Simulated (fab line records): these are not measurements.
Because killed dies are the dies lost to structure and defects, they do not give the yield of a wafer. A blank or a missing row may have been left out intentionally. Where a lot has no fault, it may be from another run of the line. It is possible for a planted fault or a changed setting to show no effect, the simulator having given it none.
Which tool is to blame? :: flow nand harc :: 24 lots with 72 wafers sampled at 6 steps, on a route of 1159 steps

WHAT EACH GAUGE READ, for each wafer
The record holds no reading of a measuring or inspecting step that can be judged against a usual standard deviation.

WHAT TOOL EACH LOT RAN ON (gives the tool, then ch and the chambers of the sampled wafers, and finally the start)
lot: L076
NHARC_A_CONTACT_ETCH_131: har cap etch-03 ch 0,1, day 16 14:55
NHARC_A_CONTACT_DEP_84: acl dep-03 ch 0, day 16 18:11
NHARC_A_CONTACT_ETCH_136: har cap etch-02 ch 0,1, day 16 21:07
NHARC_A_CONTACT_ETCH_137: har cap etch-02 ch 0,1, day 16 21:15
NHARC_A_CONTACT_ETCH_92: rie diel-13 ch 0,2,3, day 16 21:53
NHARC_A_CONTACT_ETCH_110: rie diel-09 ch 0,1,2, day 16 22:22

lot: L074
NHARC_A_CONTACT_ETCH_131: har cap etch-02 ch 0,1, day 17 02:20
NHARC_A_CONTACT_DEP_84: acl dep-02 ch 0, day 17 05:05
NHARC_A_CONTACT_ETCH_136: har cap etch-03 ch 0,1, day 17 08:32
NHARC_A_CONTACT_ETCH_137: har cap etch-03 ch 0,1, day 17 08:39
NHARC_A_CONTACT_ETCH_92: rie diel-11 ch 1,2,3, day 17 09:17
NHARC_A_CONTACT_ETCH_110: rie diel-13 ch 1,2,3, day 17 09:49

lot: L075
NHARC_A_CONTACT_ETCH_131: har cap etch-02 ch 0,1, day 17 09:49
NHARC_A_CONTACT_DEP_84: acl dep-01 ch 0, day 17 11:49
NHARC_A_CONTACT_ETCH_136: har cap etch-02 ch 0,1, day 17 15:15
NHARC_A_CONTACT_ETCH_137: har cap etch-02 ch 0,1, day 17 15:22
NHARC_A_CONTACT_ETCH_92: rie diel-09 ch 0,1, day 17 16:02
NHARC_A_CONTACT_ETCH_110: rie diel-09 ch 0,3, day 17 16:33

lot: L078
NHARC_A_CONTACT_ETCH_131: har cap etch-01 ch 0, day 17 17:53
NHARC_A_CONTACT_DEP_84: acl dep-01 ch 0, day 17 21:26
NHARC_A_CONTACT_ETCH_136: har cap etch-03 ch 0,1, day 18 00:55
NHARC_A_CONTACT_ETCH_137: har cap etch-03 ch 0,1, day 18 01:02
NHARC_A_CONTACT_ETCH_92: rie diel-13 ch 1,2, day 18 01:42
NHARC_A_CONTACT_ETCH_110: rie diel-13 ch 0,1,3, day 18 02:12

lot: L077
NHARC_A_CONTACT_ETCH_131: har cap etch-01 ch 1, day 17 21:42
NHARC_A_CONTACT_DEP_84: acl dep-02 ch 0, day 18 05:20
NHARC_A_CONTACT_ETCH_136: har cap etch-01 ch 0,1, day 18 08:50
NHARC_A_CONTACT_ETCH_137: har cap etch-01 ch 0,1, day 18 08:58
NHARC_A_CONTACT_ETCH_92: rie diel-11 ch 1,2,3, day 18 09:37
NHARC_A_CONTACT_ETCH_110: rie diel-13 ch 0,1,3, day 18 10:10

lot: L079
NHARC_A_CONTACT_ETCH_131: har cap etch-02 ch 0,1, day 18 02:17
NHARC_A_CONTACT_DEP_84: acl dep-01 ch 0, day 18 07:16
NHARC_A_CONTACT_ETCH_136: har cap etch-02 ch 0,1, day 18 10:09
NHARC_A_CONTACT_ETCH_137: har cap etch-02 ch 0,1, day 18 10:16
NHARC_A_CONTACT_ETCH_92: rie diel-11 ch 2,3, day 18 10:55
NHARC_A_CONTACT_ETCH_110: rie diel-11 ch 0,1, day 18 11:26

lot: L080
NHARC_A_CONTACT_ETCH_131: har cap etch-03 ch 0,1, day 18 04:47
NHARC_A_CONTACT_DEP_84: acl dep-01 ch 0, day 18 08:29
NHARC_A_CONTACT_ETCH_136: har cap etch-02 ch 0,1, day 18 11:29
NHARC_A_CONTACT_ETCH_137: har cap etch-02 ch 0,1, day 18 11:36
NHARC_A_CONTACT_ETCH_92: rie diel-09 ch 1,2,3, day 18 12:15
NHARC_A_CONTACT_ETCH_110: rie diel-09 ch 1,2,3, day 18 12:44

lot: L081
NHARC_A_CONTACT_ETCH_131: har cap etch-01 ch 0,1, day 18 12:03
NHARC_A_CONTACT_DEP_84: acl dep-01 ch 0, day 18 14:35
NHARC_A_CONTACT_ETCH_136: har cap etch-02 ch 0,1, day 18 18:15
NHARC_A_CONTACT_ETCH_137: har cap etch-02 ch 0,1, day 18 18:22
NHARC_A_CONTACT_ETCH_92: rie diel-13 ch 0,2, day 18 19:01
NHARC_A_CONTACT_ETCH_110: rie diel-13 ch 0,1,2, day 18 19:35

lot: L082
NHARC_A_CONTACT_ETCH_131: har cap etch-03 ch 0,1, day 18 15:49
NHARC_A_CONTACT_DEP_84: acl dep-02 ch 0, day 18 17:57
NHARC_A_CONTACT_ETCH_136: har cap etch-02 ch 0,1, day 18 21:36
NHARC_A_CONTACT_ETCH_137: har cap etch-02 ch 0,1, day 18 21:43
NHARC_A_CONTACT_ETCH_92: rie diel-13 ch 0,1, day 18 22:22
NHARC_A_CONTACT_ETCH_110: rie diel-13 ch 0,1, day 18 23:14

lot: L084
NHARC_A_CONTACT_ETCH_131: har cap etch-01 ch 0,1, day 19 04:02
NHARC_A_CONTACT_DEP_84: acl dep-02 ch 0, day 19 06:47
NHARC_A_CONTACT_ETCH_136: har cap etch-02 ch 0,1, day 19 10:29
NHARC_A_CONTACT_ETCH_137: har cap etch-02 ch 0,1, day 19 10:36
NHARC_A_CONTACT_ETCH_92: rie diel-11 ch 0,1,2, day 19 11:16
NHARC_A_CONTACT_ETCH_110: rie diel-11 ch 1,2,3, day 19 11:50

lot: L083
NHARC_A_CONTACT_ETCH_131: har cap etch-03 ch 0,1, day 19 06:35
NHARC_A_CONTACT_DEP_84: acl dep-02 ch 0, day 19 10:01
NHARC_A_CONTACT_ETCH_136: har cap etch-01 ch 0,1, day 19 13:38
NHARC_A_CONTACT_ETCH_137: har cap etch-01 ch 0,1, day 19 13:46
NHARC_A_CONTACT_ETCH_92: rie diel-13 ch 0,1,3, day 19 14:25
NHARC_A_CONTACT_ETCH_110: rie diel-13 ch 0,1,3, day 19 15:00

lot: L087
NHARC_A_CONTACT_ETCH_131: har cap etch-03 ch 0,1, day 19 13:43
NHARC_A_CONTACT_DEP_84: acl dep-02 ch 0, day 19 17:15
NHARC_A_CONTACT_ETCH_136: har cap etch-03 ch 0,1, day 19 20:58
NHARC_A_CONTACT_ETCH_137: har cap etch-03 ch 0,1, day 19 21:05
NHARC_A_CONTACT_ETCH_92: rie diel-11 ch 0,2,3, day 19 21:44
NHARC_A_CONTACT_ETCH_110: rie diel-11 ch 0,2, day 19 22:14

lot: L086
NHARC_A_CONTACT_ETCH_131: har cap etch-01 ch 0,1, day 19 15:41
NHARC_A_CONTACT_DEP_84: acl dep-01 ch 0, day 19 20:44
NHARC_A_CONTACT_ETCH_136: har cap etch-03 ch 0,1, day 20 00:11
NHARC_A_CONTACT_ETCH_137: har cap etch-03 ch 0,1, day 20 00:19
NHARC_A_CONTACT_ETCH_92: rie diel-11 ch 1,2,3, day 20 00:58
NHARC_A_CONTACT_ETCH_110: rie diel-09 ch 1,3, day 20 01:35

lot: L085
NHARC_A_CONTACT_ETCH_131: har cap etch-01 ch 0,1, day 20 00:39
NHARC_A_CONTACT_DEP_84: acl dep-03 ch 0, day 20 02:49
NHARC_A_CONTACT_ETCH_136: har cap etch-01 ch 0,1, day 20 06:10
NHARC_A_CONTACT_ETCH_137: har cap etch-01 ch 0,1, day 20 06:17
NHARC_A_CONTACT_ETCH_92: rie diel-13 ch 1,3, day 20 07:05
NHARC_A_CONTACT_ETCH_110: rie diel-13 ch 0,1, day 20 07:48

lot: L090
NHARC_A_CONTACT_ETCH_131: har cap etch-03 ch 0,1, day 20 05:29
NHARC_A_CONTACT_DEP_84: acl dep-03 ch 0, day 20 07:29
NHARC_A_CONTACT_ETCH_136: har cap etch-01 ch 0,1, day 20 11:07
NHARC_A_CONTACT_ETCH_137: har cap etch-01 ch 0,1, day 20 11:15
NHARC_A_CONTACT_ETCH_92: rie diel-09 ch 0,3, day 20 11:53
NHARC_A_CONTACT_ETCH_110: rie diel-09 ch 1,2, day 20 12:24

lot: L089
NHARC_A_CONTACT_ETCH_131: har cap etch-02 ch 0,1, day 20 09:36
NHARC_A_CONTACT_DEP_84: acl dep-01 ch 0, day 20 13:58
NHARC_A_CONTACT_ETCH_136: har cap etch-01 ch 1, day 20 17:24
NHARC_A_CONTACT_ETCH_137: har cap etch-01 ch 1, day 20 17:31
NHARC_A_CONTACT_ETCH_92: rie diel-09 ch 0,2,3, day 20 18:09
NHARC_A_CONTACT_ETCH_110: rie diel-09 ch 0,2, day 20 18:40

lot: L088
NHARC_A_CONTACT_ETCH_131: har cap etch-03 ch 0,1, day 20 19:36
NHARC_A_CONTACT_DEP_84: acl dep-03 ch 0, day 21 01:58
NHARC_A_CONTACT_ETCH_136: har cap etch-01 ch 0,1, day 21 05:22
NHARC_A_CONTACT_ETCH_137: har cap etch-01 ch 0,1, day 21 05:29
NHARC_A_CONTACT_ETCH_92: rie diel-11 ch 1,2, day 21 06:07
NHARC_A_CONTACT_ETCH_110: rie diel-09 ch 0,3, day 21 06:41

lot: L092
NHARC_A_CONTACT_ETCH_131: har cap etch-02 ch 0, day 20 20:48
NHARC_A_CONTACT_DEP_84: acl dep-03 ch 0, day 21 03:12
NHARC_A_CONTACT_ETCH_136: har cap etch-02 ch 0,1, day 21 06:34
NHARC_A_CONTACT_ETCH_137: har cap etch-02 ch 0,1, day 21 06:41
NHARC_A_CONTACT_ETCH_92: rie diel-09 ch 0,2, day 21 07:20
NHARC_A_CONTACT_ETCH_110: rie diel-13 ch 2,3, day 21 07:52

lot: L091
NHARC_A_CONTACT_ETCH_131: har cap etch-01 ch 0,1, day 21 09:37
NHARC_A_CONTACT_DEP_84: acl dep-03 ch 0, day 21 11:51
NHARC_A_CONTACT_ETCH_136: har cap etch-02 ch 0,1, day 21 15:25
NHARC_A_CONTACT_ETCH_137: har cap etch-02 ch 0,1, day 21 15:32
NHARC_A_CONTACT_ETCH_92: rie diel-11 ch 1,3, day 21 16:10
NHARC_A_CONTACT_ETCH_110: rie diel-13 ch 0,2,3, day 21 16:46

lot: L094
NHARC_A_CONTACT_ETCH_131: har cap etch-03 ch 1, day 21 12:23
NHARC_A_CONTACT_DEP_84: acl dep-01 ch 0, day 21 16:24
NHARC_A_CONTACT_ETCH_136: har cap etch-02 ch 1, day 21 19:48
NHARC_A_CONTACT_ETCH_137: har cap etch-02 ch 1, day 21 19:56
NHARC_A_CONTACT_ETCH_92: rie diel-13 ch 0,1,2, day 21 20:34
NHARC_A_CONTACT_ETCH_110: rie diel-13 ch 1,2, day 21 21:08

lot: L093
NHARC_A_CONTACT_ETCH_131: har cap etch-01 ch 0,1, day 21 14:22
NHARC_A_CONTACT_DEP_84: acl dep-01 ch 0, day 21 17:39
NHARC_A_CONTACT_ETCH_136: har cap etch-02 ch 0,1, day 21 20:56
NHARC_A_CONTACT_ETCH_137: har cap etch-02 ch 0,1, day 21 21:04
NHARC_A_CONTACT_ETCH_92: rie diel-13 ch 0,2, day 21 21:46
NHARC_A_CONTACT_ETCH_110: rie diel-13 ch 0,2,3, day 21 22:16

lot: L095
NHARC_A_CONTACT_ETCH_131: har cap etch-01 ch 0, day 21 19:46
NHARC_A_CONTACT_DEP_84: acl dep-02 ch 0, day 21 22:11
NHARC_A_CONTACT_ETCH_136: har cap etch-02 ch 0,1, day 22 01:42
NHARC_A_CONTACT_ETCH_137: har cap etch-02 ch 0,1, day 22 01:49
NHARC_A_CONTACT_ETCH_92: rie diel-13 ch 1,2, day 22 02:28
NHARC_A_CONTACT_ETCH_110: rie diel-13 ch 0,1,2, day 22 02:59

lot: L096
NHARC_A_CONTACT_ETCH_131: har cap etch-01 ch 0,1, day 22 00:14
NHARC_A_CONTACT_DEP_84: acl dep-01 ch 0, day 22 02:37
NHARC_A_CONTACT_ETCH_136: har cap etch-02 ch 0,1, day 22 06:28
NHARC_A_CONTACT_ETCH_137: har cap etch-02 ch 0,1, day 22 06:35
NHARC_A_CONTACT_ETCH_92: rie diel-13 ch 0,2,3, day 22 07:14
NHARC_A_CONTACT_ETCH_110: rie diel-11 ch 0,3, day 22 07:48

lot: L097
NHARC_A_CONTACT_ETCH_131: har cap etch-03 ch 0,1, day 22 05:20
NHARC_A_CONTACT_DEP_84: acl dep-01 ch 0, day 22 08:04
NHARC_A_CONTACT_ETCH_136: har cap etch-03 ch 0,1, day 22 11:40
NHARC_A_CONTACT_ETCH_137: har cap etch-03 ch 0,1, day 22 11:50
NHARC_A_CONTACT_ETCH_92: rie diel-13 ch 0,2,3, day 22 12:38
NHARC_A_CONTACT_ETCH_110: rie diel-13 ch 0,1,2, day 22 13:10
- NHARC_A_CONTACT_ETCH_131: etches the open film in C4F8/O2/Ar, time 155 s, target depth 956 nm.
- NHARC_A_CONTACT_DEP_84: deposits aC, target thk 2000 nm.
- NHARC_A_CONTACT_ETCH_136: etches the open film in C4F8/O2/Ar, time 132 s, target depth 1287 nm.
- NHARC_A_CONTACT_ETCH_137: etches the open film in C4F8/O2/Ar, time 132 s, target depth 1287 nm.
- NHARC_A_CONTACT_ETCH_92: etches the open film in CH3F/O2, target depth 40 nm, time 85.7 s.
- NHARC_A_CONTACT_ETCH_110: etches the open film in CF4/O2, target depth 50 nm, overetch 5 nm, time 27.5 s.

WHAT THE TOOLS THEMSELVES READ (means of the sampled wafers that have a number; where no wafer has one, the mark that the record gives instead)
NHARC_A_CONTACT_DEP_84. Usual: 35.001 % for throttle valve pct, sd 0.0095.
lot: L076
tool: acl dep-03
throttle valve pct (%): 35.001
flag: 

lot: L074
tool: acl dep-02
throttle valve pct (%): 35.001
flag: 

lot: L075
tool: acl dep-01
throttle valve pct (%): 35.002
flag: 

lot: L078
tool: acl dep-01
throttle valve pct (%): 34.995
flag: 

lot: L077
tool: acl dep-02
throttle valve pct (%): 35.003
flag: 

lot: L079
tool: acl dep-01
throttle valve pct (%): 35.006
flag: 

lot: L080
tool: acl dep-01
throttle valve pct (%): 34.996
flag: 

lot: L081
tool: acl dep-01
throttle valve pct (%): 35.004
flag: 

lot: L082
tool: acl dep-02
throttle valve pct (%): 34.996
flag: 

lot: L084
tool: acl dep-02
throttle valve pct (%): 34.986
flag: 

lot: L083
tool: acl dep-02
throttle valve pct (%): 34.996
flag: 

lot: L087
tool: acl dep-02
throttle valve pct (%): 35.005
flag: 

lot: L086
tool: acl dep-01
throttle valve pct (%): 34.993
flag: 

lot: L085
tool: acl dep-03
throttle valve pct (%): 35.019
flag: 

lot: L090
tool: acl dep-03
throttle valve pct (%): 35.010
flag: 

lot: L089
tool: acl dep-01
throttle valve pct (%): 35.001
flag: 

lot: L088
tool: acl dep-03
throttle valve pct (%): 34.998
flag: 

lot: L092
tool: acl dep-03
throttle valve pct (%): 35.008
flag: 

lot: L091
tool: acl dep-03
throttle valve pct (%): 34.991
flag: 

lot: L094
tool: acl dep-01
throttle valve pct (%): 35.004
flag: 

lot: L093
tool: acl dep-01
throttle valve pct (%): 34.997
flag: 

lot: L095
tool: acl dep-02
throttle valve pct (%): 34.999
flag: 

lot: L096
tool: acl dep-01
throttle valve pct (%): 35.002
flag: 

lot: L097
tool: acl dep-01
throttle valve pct (%): 35.004
flag: 

NHARC_A_CONTACT_ETCH_92. Usual: drypump motor current A 5.7 A, standard deviation 0.46; oes product au 0.934 a.u., standard deviation 0.026; rf vpp V 244.3 V, standard deviation 1.2; showerhead plenum p Torr 2.45 Torr, standard deviation 0.063; throttle valve pct 20.664 %, standard deviation 0.0086.
lot: L076
tool: rie diel-13
drypump motor current A (A): 5.6
oes product au (a.u.): 0.924
rf vpp V (V): 244.6
showerhead plenum p Torr (Torr): 2.47
throttle valve pct (%): 20.653
flag: 

lot: L074
tool: rie diel-11
drypump motor current A (A): 5.4
oes product au (a.u.): 0.925
rf vpp V (V): 243.9
showerhead plenum p Torr (Torr): 2.42
throttle valve pct (%): 20.665
flag: 

lot: L075
tool: rie diel-09
drypump motor current A (A): 6.3
oes product au (a.u.): 0.927
rf vpp V (V): 246.1
showerhead plenum p Torr (Torr): 2.56
throttle valve pct (%): 20.656
flag: 

lot: L078
tool: rie diel-13
drypump motor current A (A): 6.1
oes product au (a.u.): 0.928
rf vpp V (V): 244.8
showerhead plenum p Torr (Torr): 2.46
throttle valve pct (%): 20.674
flag: 

lot: L077
tool: rie diel-11
drypump motor current A (A): 5.4
oes product au (a.u.): 0.928
rf vpp V (V): 244.4
showerhead plenum p Torr (Torr): 2.41
throttle valve pct (%): 20.656
flag: 

lot: L079
tool: rie diel-11
drypump motor current A (A): 5.7
oes product au (a.u.): 0.924
rf vpp V (V): 244.8
showerhead plenum p Torr (Torr): 2.48
throttle valve pct (%): 20.663
flag: 

lot: L080
tool: rie diel-09
drypump motor current A (A): 6.0
oes product au (a.u.): 0.931
rf vpp V (V): 244.8
showerhead plenum p Torr (Torr): 2.46
throttle valve pct (%): 20.659
flag: 

lot: L081
tool: rie diel-13
drypump motor current A (A): 5.8
oes product au (a.u.): 0.931
rf vpp V (V): 245.0
showerhead plenum p Torr (Torr): 2.48
throttle valve pct (%): 20.667
flag: 

lot: L082
tool: rie diel-13
drypump motor current A (A): 5.9
oes product au (a.u.): 0.933
rf vpp V (V): 243.9
showerhead plenum p Torr (Torr): 2.44
throttle valve pct (%): 20.661
flag: 

lot: L084
tool: rie diel-11
drypump motor current A (A): 5.8
oes product au (a.u.): 0.922
rf vpp V (V): 244.6
showerhead plenum p Torr (Torr): 2.42
throttle valve pct (%): 20.658
flag: 

lot: L083
tool: rie diel-13
drypump motor current A (A): 5.6
oes product au (a.u.): 0.919
rf vpp V (V): 244.5
showerhead plenum p Torr (Torr): 2.43
throttle valve pct (%): 20.658
flag: 

lot: L087
tool: rie diel-11
drypump motor current A (A): 5.7
oes product au (a.u.): 0.916
rf vpp V (V): 244.8
showerhead plenum p Torr (Torr): 2.45
throttle valve pct (%): 20.658
flag: 

lot: L086
tool: rie diel-11
drypump motor current A (A): 5.4
oes product au (a.u.): 0.925
rf vpp V (V): 242.8
showerhead plenum p Torr (Torr): 2.41
throttle valve pct (%): 20.664
flag: 

lot: L085
tool: rie diel-13
drypump motor current A (A): 5.8
oes product au (a.u.): 1.000
rf vpp V (V): 244.2
showerhead plenum p Torr (Torr): 2.42
throttle valve pct (%): 20.667
flag: 

lot: L090
tool: rie diel-09
drypump motor current A (A): 5.6
oes product au (a.u.): 0.969
rf vpp V (V): 245.2
showerhead plenum p Torr (Torr): 2.49
throttle valve pct (%): 20.665
flag: 

lot: L089
tool: rie diel-09
drypump motor current A (A): 5.6
oes product au (a.u.): 1.002
rf vpp V (V): 243.8
showerhead plenum p Torr (Torr): 2.45
throttle valve pct (%): 20.664
flag: 

lot: L088
tool: rie diel-11
drypump motor current A (A): 5.6
oes product au (a.u.): 0.925
rf vpp V (V): 243.3
showerhead plenum p Torr (Torr): 2.37
throttle valve pct (%): 20.663
flag: 

lot: L092
tool: rie diel-09
drypump motor current A (A): 5.4
oes product au (a.u.): 0.914
rf vpp V (V): 244.8
showerhead plenum p Torr (Torr): 2.49
throttle valve pct (%): 20.663
flag: 

lot: L091
tool: rie diel-11
drypump motor current A (A): 5.1
oes product au (a.u.): 0.919
rf vpp V (V): 243.3
showerhead plenum p Torr (Torr): 2.37
throttle valve pct (%): 20.667
flag: 

lot: L094
tool: rie diel-13
drypump motor current A (A): 6.0
oes product au (a.u.): 0.920
rf vpp V (V): 244.8
showerhead plenum p Torr (Torr): 2.47
throttle valve pct (%): 20.667
flag: 

lot: L093
tool: rie diel-13
drypump motor current A (A): 5.8
oes product au (a.u.): 0.990
rf vpp V (V): 245.0
showerhead plenum p Torr (Torr): 2.48
throttle valve pct (%): 20.666
flag: 

lot: L095
tool: rie diel-13
drypump motor current A (A): 6.1
oes product au (a.u.): 0.923
rf vpp V (V): 244.9
showerhead plenum p Torr (Torr): 2.48
throttle valve pct (%): 20.661
flag: 

lot: L096
tool: rie diel-13
drypump motor current A (A): 5.6
oes product au (a.u.): 0.925
rf vpp V (V): 244.1
showerhead plenum p Torr (Torr): 2.46
throttle valve pct (%): 20.662
flag: 

lot: L097
tool: rie diel-13
drypump motor current A (A): 5.6
oes product au (a.u.): 0.924
rf vpp V (V): 244.4
showerhead plenum p Torr (Torr): 2.46
throttle valve pct (%): 20.670
flag: 

NHARC_A_CONTACT_ETCH_110. Usual: drypump motor current A 5.7 A, standard deviation 0.46; oes product au 0.997 a.u., standard deviation 0.0077; rf vpp V 197.7 V, standard deviation 1; showerhead plenum p Torr 1.33 Torr, standard deviation 0.034; throttle valve pct 13.397 %, standard deviation 0.01.
lot: L076
tool: rie diel-09
drypump motor current A (A): 5.9
oes product au (a.u.): 0.997
rf vpp V (V): 199.6
showerhead plenum p Torr (Torr): 1.37
throttle valve pct (%): 13.397
flag: 

lot: L074
tool: rie diel-13
drypump motor current A (A): 5.8
oes product au (a.u.): 0.996
rf vpp V (V): 197.8
showerhead plenum p Torr (Torr): 1.33
throttle valve pct (%): 13.397
flag: 

lot: L075
tool: rie diel-09
drypump motor current A (A): 5.6
oes product au (a.u.): 1.011
rf vpp V (V): 198.2
showerhead plenum p Torr (Torr): 1.35
throttle valve pct (%): 13.386
flag: 

lot: L078
tool: rie diel-13
drypump motor current A (A): 5.6
oes product au (a.u.): 0.997
rf vpp V (V): 198.2
showerhead plenum p Torr (Torr): 1.32
throttle valve pct (%): 13.401
flag: 

lot: L077
tool: rie diel-13
drypump motor current A (A): 5.6
oes product au (a.u.): 0.996
rf vpp V (V): 197.4
showerhead plenum p Torr (Torr): 1.32
throttle valve pct (%): 13.394
flag: 

lot: L079
tool: rie diel-11
drypump motor current A (A): 5.6
oes product au (a.u.): 0.998
rf vpp V (V): 197.9
showerhead plenum p Torr (Torr): 1.28
throttle valve pct (%): 13.400
flag: 

lot: L080
tool: rie diel-09
drypump motor current A (A): 5.9
oes product au (a.u.): 0.999
rf vpp V (V): 198.1
showerhead plenum p Torr (Torr): 1.34
throttle valve pct (%): 13.401
flag: 

lot: L081
tool: rie diel-13
drypump motor current A (A): 5.9
oes product au (a.u.): 0.996
rf vpp V (V): 198.5
showerhead plenum p Torr (Torr): 1.34
throttle valve pct (%): 13.395
flag: 

lot: L082
tool: rie diel-13
drypump motor current A (A): 5.7
oes product au (a.u.): 0.998
rf vpp V (V): 197.3
showerhead plenum p Torr (Torr): 1.33
throttle valve pct (%): 13.390
flag: 

lot: L084
tool: rie diel-11
drypump motor current A (A): 5.5
oes product au (a.u.): 1.000
rf vpp V (V): 196.4
showerhead plenum p Torr (Torr): 1.31
throttle valve pct (%): 13.393
flag: 

lot: L083
tool: rie diel-13
drypump motor current A (A): 5.6
oes product au (a.u.): 0.992
rf vpp V (V): 197.6
showerhead plenum p Torr (Torr): 1.32
throttle valve pct (%): 13.404
flag: 

lot: L087
tool: rie diel-11
drypump motor current A (A): 6.0
oes product au (a.u.): 0.995
rf vpp V (V): 197.5
showerhead plenum p Torr (Torr): 1.33
throttle valve pct (%): 13.405
flag: 

lot: L086
tool: rie diel-09
drypump motor current A (A): 6.0
oes product au (a.u.): 1.003
rf vpp V (V): 197.5
showerhead plenum p Torr (Torr): 1.31
throttle valve pct (%): 13.399
flag: 

lot: L085
tool: rie diel-13
drypump motor current A (A): 5.9
oes product au (a.u.): 0.996
rf vpp V (V): 197.8
showerhead plenum p Torr (Torr): 1.33
throttle valve pct (%): 13.400
flag: 

lot: L090
tool: rie diel-09
drypump motor current A (A): 6.3
oes product au (a.u.): 0.994
rf vpp V (V): 198.6
showerhead plenum p Torr (Torr): 1.37
throttle valve pct (%): 13.397
flag: 

lot: L089
tool: rie diel-09
drypump motor current A (A): 5.4
oes product au (a.u.): 1.003
rf vpp V (V): 198.4
showerhead plenum p Torr (Torr): 1.37
throttle valve pct (%): 13.394
flag: 

lot: L088
tool: rie diel-09
drypump motor current A (A): 5.6
oes product au (a.u.): 0.989
rf vpp V (V): 198.2
showerhead plenum p Torr (Torr): 1.35
throttle valve pct (%): 13.389
flag: 

lot: L092
tool: rie diel-13
drypump motor current A (A): 5.4
oes product au (a.u.): 0.997
rf vpp V (V): 197.5
showerhead plenum p Torr (Torr): 1.32
throttle valve pct (%): 13.405
flag: 

lot: L091
tool: rie diel-13
drypump motor current A (A): 5.6
oes product au (a.u.): 1.004
rf vpp V (V): 198.3
showerhead plenum p Torr (Torr): 1.33
throttle valve pct (%): 13.397
flag: 

lot: L094
tool: rie diel-13
drypump motor current A (A): 6.1
oes product au (a.u.): 0.997
rf vpp V (V): 198.1
showerhead plenum p Torr (Torr): 1.35
throttle valve pct (%): 13.402
flag: 

lot: L093
tool: rie diel-13
drypump motor current A (A): 5.6
oes product au (a.u.): 0.994
rf vpp V (V): 197.7
showerhead plenum p Torr (Torr): 1.33
throttle valve pct (%): 13.404
flag: 

lot: L095
tool: rie diel-13
drypump motor current A (A): 5.9
oes product au (a.u.): 0.984
rf vpp V (V): 197.6
showerhead plenum p Torr (Torr): 1.34
throttle valve pct (%): 13.403
flag: 

lot: L096
tool: rie diel-11
drypump motor current A (A): 5.3
oes product au (a.u.): 1.006
rf vpp V (V): 197.7
showerhead plenum p Torr (Torr): 1.30
throttle valve pct (%): 13.404
flag: 

lot: L097
tool: rie diel-13
drypump motor current A (A): 6.0
oes product au (a.u.): 1.000
rf vpp V (V): 197.6
showerhead plenum p Torr (Torr): 1.34
throttle valve pct (%): 13.403
flag: 

THE ANSWER, worked out from the rows above alone
Rule: a lot counts as off when the mean over its wafers that have a number is more than 3 standard deviations away from the usual mean. Also off: a lot with no number at a reading for which 4 or more lots have one. All remaining lots with rows at the step are treated as sound. First the gauges in route order, then the tools' own readings, where a lot's mean is used as printed above. The first step at which some lot is off is used, and at that step the reading that is off furthest; a lot without a number counts as furthest.
No lot is off at any reading shown: from this, nothing can be told.

WHAT THE SIMULATOR HAD INSERTED
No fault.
